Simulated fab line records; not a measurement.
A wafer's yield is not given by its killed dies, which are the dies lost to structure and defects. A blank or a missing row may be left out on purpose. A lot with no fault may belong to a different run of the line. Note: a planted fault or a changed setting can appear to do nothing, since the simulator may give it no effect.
fab line records || flow n5-finfet
[record] {"lots": 4, "wafers": 12, "last-day": 15}
route steps=1938 shown BEOL_M14@1739 BEOL_M15@1773 PASSIVATION@1936
lots that met no fault: from a run of the same line without faults
start-h: start of the lot's first displayed wafer, in hours after the record's first day || wait-h: hours elapsed since this lot's preceding step || " the same as in the row above || L1.1+2: several wafers, shown together as one row || - value missing, or start not given || * or withheld: withheld || < > ~ a bound
route shown NAME@n: a module of which the file shows steps, and the number in the route of the first || usual: mean and standard deviation over wafers with no fault || same: alike in all rows || chamber/n: place in a boat || sites: the reading at each site || _std_site: how widely they spread, as a standard deviation || _edge_site: inner sites' mean taken away from outer sites' mean || radius-mm: for every site, how far away it sits from the centre of the wafer || mask NAME#n: copy n || behind: the tool/chamber that last shaped the wafer || hold: why the lot went on hold/how many hours it stayed there/how the hold came to an end || device: the transistor (n, p or np) that didn't switch || end of line: at the end of the route, the tests of the same wafers || step lacking rows: just its recipe || killed: dies lost to structure and defects at the first sort, not the wafer's yield || map: the dies of a wafer, with x for killed, . for not killed, _ for no die there
set.NAME: setting as actually run; set.NAME@STEP: the setting as run at that earlier step || model.NAME: the simulator's own value behind a step, which no gauge read
a table for each step, a row for each wafer; lots at some steps of the route
[[steps]]
[step N5_BEOL_M14_COAT_22]
[recipe] {"spin-rpm": 2888, "resist-thk-nm": 300}
[step N5_BEOL_M14_EBR_24]
[recipe] {"solvent": "PGMEA", "ebr-width-mm": 1.5}
[step N5_BEOL_M14_SOFTBAKE_23]
[recipe] {"temp-c": 130, "time-s": 60}
[step N5_BEOL_M14_EXPOSE_25]
[recipe] {"mask-id": "M14", "na": 0.8, "source-shape": "annular", "sigma-inner": 0.5, "sigma-outer": 0.8, "polarization": "unpolarized", "target-cd-nm": 280, "dose-mj": 26.6}
[step N5_BEOL_M14_PEB_26]
[recipe] {"peb-temp-c": 130, "peb-time-s": 90}
[step N5_BEOL_M14_DEVELOP_27]
[recipe] {"develop-time-s": 45, "rinse-liquid": "diw", "dry": "air-spin", "dev-temp-c": 21}
[step N5_BEOL_M14_HARDBAKE_32]
[recipe] {"temp-c": 130, "time-s": 120}
[step N5_BEOL_M14_DESCUM_33]
[recipe] {"chemistry": "O2", "time-s": 7.9, "source-power-w": 50, "bias-power-w": 20, "pressure-mtorr": 20, "rf-frequency-hz": 2.712e+07, "temp-c": 40, "o2-flow-sccm": 225}
[step N5_BEOL_M14_ETCH_67]
[recipe] {"chemistry": "CF4", "target": "SiARC", "target-depth-a": 1430, "time-s": 238.3, "ion-energy-ev": 80, "pressure-mtorr": 40, "source-w": 545, "bias-w": 36, "Ar_flow_sccm": 100, "cf4-flow-sccm": 100, "ends": "cleared"}
[step N5_BEOL_M14_ETCH_68]
[recipe] {"chemistry": "N2/H2", "target": "SOC", "mask-material": "SiARC", "source-w": 3000, "bias-w": 350, "temp-c": 40, "time-s": 450, "ion-energy-ev": 200, "pressure-mtorr": 30, "n2-flow-sccm": 200, "h2-flow-sccm": 200}
[usual] {"drypump-motor-current-A": "5.7/0.44", "oes-product-au": "0.78/0.081", "rf-vpp-V": "524.6/2.9", "showerhead-plenum-p-Torr": "2.57/0.1", "throttle-valve-pct": "17.79/0.23"}
{"lot.wafer": "L745.1", "tool": "rie-diel-06", "chamber": 1, "start-h": 307.91, "wait-h": 0.1, "drypump-motor-current-A": 5.0, "oes-product-au": 0.85, "rf-hours-counter-h": 55, "rf-vpp-V": 521.2, "showerhead-plenum-p-Torr": 2.46, "throttle-valve-pct": 17.50}
{"lot.wafer": "L745.3", "tool": "rie-diel-06", "chamber": 2, "start-h": 307.91, "wait-h": 0.1, "drypump-motor-current-A": 5.5, "oes-product-au": 0.71, "rf-hours-counter-h": 224, "rf-vpp-V": 526.0, "showerhead-plenum-p-Torr": 2.61, "throttle-valve-pct": 18.22}
{"lot.wafer": "L745.4", "tool": "rie-diel-06", "chamber": 0, "start-h": 307.91, "wait-h": 0.1, "drypump-motor-current-A": 5.7, "oes-product-au": 0.84, "rf-hours-counter-h": 71, "rf-vpp-V": 522.0, "showerhead-plenum-p-Torr": 2.47, "throttle-valve-pct": 17.65}
{"lot.wafer": "L747.1", "tool": "rie-diel-06", "chamber": 3, "start-h": 319.15, "wait-h": 0.1, "drypump-motor-current-A": 6.4, "oes-product-au": 0.73, "rf-hours-counter-h": 184, "rf-vpp-V": 523.3, "showerhead-plenum-p-Torr": 2.53, "throttle-valve-pct": 18.27}
{"lot.wafer": "L747.3", "tool": "rie-diel-06", "chamber": 0, "start-h": 319.15, "wait-h": 0.1, "drypump-motor-current-A": 5.7, "oes-product-au": 0.83, "rf-hours-counter-h": 76, "rf-vpp-V": 521.7, "showerhead-plenum-p-Torr": 2.47, "throttle-valve-pct": 17.66}
{"lot.wafer": "L747.4", "tool": "rie-diel-06", "chamber": 0, "start-h": 319.15, "wait-h": 0.1, "drypump-motor-current-A": 5.7, "oes-product-au": 0.84, "rf-hours-counter-h": "-", "rf-vpp-V": 520.6, "showerhead-plenum-p-Torr": 2.47, "throttle-valve-pct": 17.66}
{"lot.wafer": "L750.1", "tool": "rie-diel-01", "chamber": 3, "start-h": 331.29, "wait-h": 0.1, "drypump-motor-current-A": 6.2, "oes-product-au": 0.72, "rf-hours-counter-h": 186, "rf-vpp-V": 527.8, "showerhead-plenum-p-Torr": 2.63, "throttle-valve-pct": 17.88}
{"lot.wafer": "L750.4", "tool": "rie-diel-01", "chamber": 1, "start-h": 331.29, "wait-h": 0.1, "drypump-motor-current-A": 5.6, "oes-product-au": 0.77, "rf-hours-counter-h": 116, "rf-vpp-V": 527.6, "showerhead-plenum-p-Torr": 2.67, "throttle-valve-pct": 17.63}
{"lot.wafer": "L750.6", "tool": "rie-diel-01", "chamber": 3, "start-h": 331.29, "wait-h": 0.1, "drypump-motor-current-A": 6.2, "oes-product-au": 0.72, "rf-hours-counter-h": "-", "rf-vpp-V": 526.6, "showerhead-plenum-p-Torr": 2.63, "throttle-valve-pct": 17.88}
{"lot.wafer": "L751.3", "tool": "rie-diel-02", "chamber": 0, "start-h": 337.04, "wait-h": 0.1, "drypump-motor-current-A": 5.5, "oes-product-au": 0.87, "rf-hours-counter-h": 50, "rf-vpp-V": 528.9, "showerhead-plenum-p-Torr": 2.69, "throttle-valve-pct": 17.50}
{"lot.wafer": "L751.5", "tool": "rie-diel-02", "chamber": 1, "start-h": 337.04, "wait-h": 0.1, "drypump-motor-current-A": 6.5, "oes-product-au": 0.92, "rf-hours-counter-h": "-", "rf-vpp-V": 524.9, "showerhead-plenum-p-Torr": 2.61, "throttle-valve-pct": 17.59}
{"lot.wafer": "L751.6", "tool": "rie-diel-02", "chamber": 2, "start-h": 337.04, "wait-h": 0.1, "drypump-motor-current-A": 6.1, "oes-product-au": 0.74, "rf-hours-counter-h": "-", "rf-vpp-V": 527.7, "showerhead-plenum-p-Torr": 2.64, "throttle-valve-pct": 17.72}
[step N5_BEOL_M14_STRIP_69]
[recipe] {"chemistry": "N2/H2", "temp-c": 40, "n2-flow-sccm": 200, "h2-flow-sccm": 200, "rf-frequency-hz": 6e+07}
[step N5_BEOL_M14_TRENCH_ETCH_34]
[recipe] {"chemistry": "C4F8/O2/Ar", "target": "SiO2", "target-depth-a": 5566.5, "mask-material": "SOC", "he-inner-torr": 15, "he-outer-torr": 30, "time-s": 126.9, "ion-energy-ev": 800, "pressure-mtorr": 20, "source-w": 1905, "bias-w": 2040, "Ar_flow_sccm": 400, "C4F8_flow_sccm": 16, "O2_flow_sccm": 12}
[step N5_BEOL_M14_STRIP_70]
[recipe] {"chemistry": "C4F8/O2/Ar", "resist": "SiARC", "rf-frequency-hz": 6e+07}
[step N5_BEOL_M14_STRIP_37]
[recipe] {"chemistry": "O2", "power-w": 600, "temp-c": 60, "pressure-mtorr": 30, "rf-frequency-hz": 6e+07, "bias-power-w": 0, "overash-fraction": 0.3, "o2-flow-sccm": 225}
[step N5_BEOL_M14_ETCH_38]
[recipe] {"chemistry": "CF4/N2", "target": "SiCN", "target-depth-a": 1065, "taper-deg": 2, "time-s": 120.6, "ion-energy-ev": 150, "mask-material": "SiO2", "pressure-mtorr": 40, "source-w": 430, "bias-w": 70, "Ar_flow_sccm": 100, "cf4-flow-sccm": 60, "n2-flow-sccm": 60}
[step N5_BEOL_M14_PRECLEAN_39]
[recipe] {"chemistry": "residue-remover", "time-s": 60, "temp-c": 40}
[step N5_BEOL_M14_SRD_40]
[recipe] {"time-s": 30, "temp-c": 23, "rinse-liquid": "diw", "dry": "n2-spin", "spin-rpm": 1500, "dry-time-s": 30}
[step N5_BEOL_M14_DEGAS_41]
[recipe] {"ambient": "vacuum", "temp-c": 300, "time-s": 60}
[step N5_BEOL_M14_PRE_CLEAN_42]
[recipe] {"gas": "H2/He", "time-s": 30, "temp-c": 300}
[step N5_BEOL_M14_SPUTTER_43]
[recipe] {"material": "TaN", "target-thk-a": 150, "temp-c": 50, "bias-v": 168.6, "power-w": 15000, "chamber-pressure-pa": 0.12, "time-s": 24.19}
[step N5_BEOL_M14_SPUTTER_44]
[recipe] {"material": "Ta", "target-thk-a": 150, "temp-c": 50, "bias-v": 80, "power-w": 15000, "chamber-pressure-pa": 0.07, "time-s": 24.19}
[step N5_BEOL_M14_SPUTTER_45]
[recipe] {"material": "Cu", "target-thk-a": 1000, "temp-c": -20, "bias-v": 60, "power-w": 26000, "chamber-pressure-pa": 0.13, "time-s": 16.67}
[step N5_BEOL_M14_ECD_47]
[recipe] {"material": "Cu", "target-thk-a": 12480}
[step N5_BEOL_M14_ANNEAL_48]
[recipe] {"temp-c": 225, "time-s": 90, "ambient": "N2"}
[step N5_BEOL_M14_CMP_49]
[recipe] {"stop-on": "SiO2", "t-overpolish-s": 5.2, "down-force-psi": 2, "platen-rpm": 80, "clearing-platen-down-force-psi": 2, "clearing-platen-rpm": 80, "post-cmp-clean": "cu-alkaline", "target-thk-nm": 560, "clearing-platen-pad-velocity-m-s": 1.5917, "pad-velocity-m-s": 1.5917}
[step N5_BEOL_M14_PRE_CLEAN_52]
[recipe] {"gas": "NH3", "time-s": 15, "temp-c": "withheld", "rf-power-w": 300}
[step N5_BEOL_M14_DEP_53]
[recipe] {"material": "SiCN", "target-thk-a": 500, "temp-c": "withheld", "precursor": "3MS/NH3", "pressure-torr": 3, "rf-w": 675, "time-s": 17.8}
[step N5_BEOL_M15_ILD_DEP_00]
[recipe] {"material": "SiO2", "target-thk-a": 16293, "temp-c": 400, "precursor": "TEOS/O2", "pressure-torr": 6.5, "rf-w": 900, "teos-flow-sccm": 161.4, "gas": "O2", "flow-sccm": 2650, "time-s": 346.1}
[step N5_BEOL_M15_COAT_58]
[recipe] {"resist": "BARC", "temp-c": 205, "time-s": 60, "spin-rpm": 1500, "resist-thk-nm": 89}
[step N5_BEOL_M15_COAT_04]
[recipe] {"spin-rpm": 1704, "resist-thk-nm": 800}
[step N5_BEOL_M15_EBR_06]
[recipe] {"solvent": "PGMEA", "ebr-width-mm": 1.5}
[step N5_BEOL_M15_SOFTBAKE_05]
[recipe] {"temp-c": 130, "time-s": 60}
[step N5_BEOL_M15_EXPOSE_07]
[recipe] {"mask-id": "V14", "na": 0.8, "source-shape": "annular", "sigma-inner": 0.5, "sigma-outer": 0.8, "polarization": "unpolarized", "attpsm-phase-deg": 180, "dose-mj": 41.25}
[step N5_BEOL_M15_PEB_08]
[recipe] {"peb-temp-c": 130, "peb-time-s": 90}
[step N5_PASSIVATION_PROBE_49]
[usual] {"defect-limited-yield": "91.2/1.4", "killed_at_M0_to_M3": "34/9.4", "killed_at_M4_up": "13/5.8", "killed-at-contacts": "13/6.4", "killed-at-front-end": "41/11", "killed-at-other": "3.1/2.3", "killed-dies": "103/16", "killed-open": "69/12", "killed-short": "33/7.8", "sort_bin_5_function": "5.1/0.91", "sort_bin_6_memory": "3.3/0.63", "sort-n-pass": "1077/16", "sort-yield-pct": "91.2/1.4"}
[same] {"gross-dies": 1180, "killed-at-back-side": 0, "sort_bin_4_leakage[%]": 0, "sort_bin_8_speed[%]": 0}
{"lot.wafer": "L745.4", "tool": "prober-01", "chamber": "-", "start-h": 331.31, "wait-h": 0.2, "defect-limited-yield[%]": 81.3, "killed_at_M0_to_M3": 28, "killed_at_M4_up": 159, "killed-at-contacts": 5, "killed-at-front-end": 27, "killed-at-other": 2, "killed-dies": 221, "killed-open": 51, "killed-short": 17, "sort_bin_5_function[%]": 12.2, "sort_bin_6_memory[%]": 3.5, "sort-n-pass": 959, "sort-yield-pct[%]": 81.3}
{"lot.wafer": "L747.3", "tool": "prober-01", "chamber": "-", "start-h": 343.51, "wait-h": 0.1, "defect-limited-yield[%]": 81.3, "killed_at_M0_to_M3": 24, "killed_at_M4_up": 158, "killed-at-contacts": 4, "killed-at-front-end": 32, "killed-at-other": 3, "killed-dies": 221, "killed-open": 49, "killed-short": 26, "sort_bin_5_function[%]": 10.6, "sort_bin_6_memory[%]": 3.2, "sort-n-pass": 959, "sort-yield-pct[%]": 81.3}
{"lot.wafer": "L747.4", "tool": "prober-01", "chamber": "-", "start-h": 343.56, "wait-h": 0.2, "defect-limited-yield[%]": 79.5, "killed_at_M0_to_M3": 31, "killed_at_M4_up": 169, "killed-at-contacts": 10, "killed-at-front-end": 31, "killed-at-other": 1, "killed-dies": 242, "killed-open": 61, "killed-short": 28, "sort_bin_5_function[%]": 13.1, "sort_bin_6_memory[%]": 4.2, "sort-n-pass": 938, "sort-yield-pct[%]": 79.5}
// killed by level:class
L745.4 BEOL_M14:unspecified=151 BEOL_M2:geometric-particle:open=9 STI_FIN_REVEAL:geometric-particle:open=8 BEOL_M0_SAQP:geometric-particle:open=8 DUMMY_GATE:geometric-particle:open=5 MOL_CONTACT_COAG:geometric-particle:open=5 GATE_CUT:geometric-particle:short=4 BEOL_M0_SAQP:geometric-particle:short=4
L747.3 BEOL_M14:unspecified=143 FIN_SAQP:geometric-particle:short=10 FIN_SAQP:geometric-particle:open=5 STI_FIN_REVEAL:geometric-particle:open=5 BEOL_M2:geometric-particle:open=5 BEOL_M4:geometric-particle:open=5 BEOL_M0_SAQP:geometric-particle:open=4 BEOL_M0_SAQP:geometric-particle:short=4
L747.4 BEOL_M14:unspecified=153 STI_FIN_REVEAL:geometric-particle:open=12 BEOL_M0_SAQP:geometric-particle:short=12 MOL_CONTACT_COAG:geometric-particle:open=8 BEOL_M4:geometric-particle:open=8 DUMMY_GATE:geometric-particle:open=6 BEOL_M2:geometric-particle:open=6 BEOL_M0_SAQP:geometric-particle:open=5
// map L745.4 (x killed, . not)
_________________............________________
______________...x.....x........_____________
___________........................__________
__________..x......................._________
________..x..x..............x......x.._______
_______x.......x....................x..______
______................x............x...._____
_____x....xx...x..x..xx..............x...____
____...........x.xxxxx..xx....x...........___
___..x.......xxxxxxxxxx.x.x................__
___.......x.xx.xxxxxxxxxxxx...x........x.x.__
__..........x.xxxxxxxxxxxxx...........x....._
__..........xxxxxxxxxxxxxxxx................_
_.....x...xxxxxxxxxxxxxxxx....x........xx....
_x...........xxxxxxxxxxxxxxxx........x..x..x.
_.....x.....xxxxxxxxxxxxxx...........x.....x.
_.............xxxxxxxxxxxx.......x....x......
_.....x......x.xxxxxxxxxxx...................
_............x.xxxxxx.xx.....................
_................xxxxx.....x..x........x.....
_x..............x........xx...x..............
__.......x..........x..x...................._
__....x..x....x.......x......x...........xx._
___........x...............................__
___................................x.......__
____x....x................................___
_____....................x...............____
______.x...........................x...._____
_______................................______
________............................x._______
__________.............x....x..x...._________
___________......x.............x...__________
______________.....x............_____________
_________________............________________
// map L747.4 (x killed, . not)
_________________.......x....________________
______________................x._____________
___________...................x....__________
__________.....x..........x........._________
________..........x...x..............._______
_______.............x..........x..x..x.______
______....x.......xxx.x...x...x......x.._____
_____.....x....xxx.xx..x....x....x.....x.____
____..........xx..x.x...xx...x....x......x___
___x..........x.xxxxxxxx.x.x..........x....__
___.......xx..xxxxxxxxxx.xx.x..............__
__......x..x.xxxxxxxxxxxx..x............x..x_
__........xxxxxxxxxxxxxxxx..xx..x.........xx_
_....xx..xxxxxxxxxxxxxxxxx.x.................
_...........xxxxxxxxxxxxx.x...........x......
_.........x.xxxxxxxxxxxxxxxx.................
_...x.......xxxxxxxxxxxxx...x..x............x
_............xxxxxxxxxxxx.......x..........x.
_.............xxxxxxxxxx.............x.....x.
_.............xx.x.x.xx.............x..xx..xx
_.................x....x...................x.
__................x...........xx..x..x..x..._
__...x............x...x....................._
___.....................................x..__
___.........x............x....xx.....x.....__
____x......x...........................xx.___
_____.......................x............____
______.................x................_____
_______...............................x______
________..x..........................._______
__________.x..x....................._________
___________....x...................__________
______________..........x......x_____________
_________________......x.....________________
[[key]]
[first-sign] {"step": "N5_PASSIVATION_PROBE_49", "reading": "killed_at_M4_up", "direction": "up", "sigmas": 26, "usual": 13, "struck": 162}
[effect] {"step": "N5_PASSIVATION_PROBE_49", "reading": "defect-limited-yield", "direction": "down", "sigmas": 7.7, "usual": 91.2, "struck": 80.7}
[more-kills-born-at] {"N5_BEOL_M14_ETCH_68@rie-diel-06": 447}
met-at N5_BEOL_M14_ETCH_68
struck-wafers L745.4,L747.3,L747.4
[fault] {"kind": "chamber-particle-source", "tool": "rie-diel-06", "chamber": 0, "onset-h": 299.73, "steps": "N5_BEOL_M14_ETCH_68", "rate-per-visit-cm2": 1.7022, "end-h": 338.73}
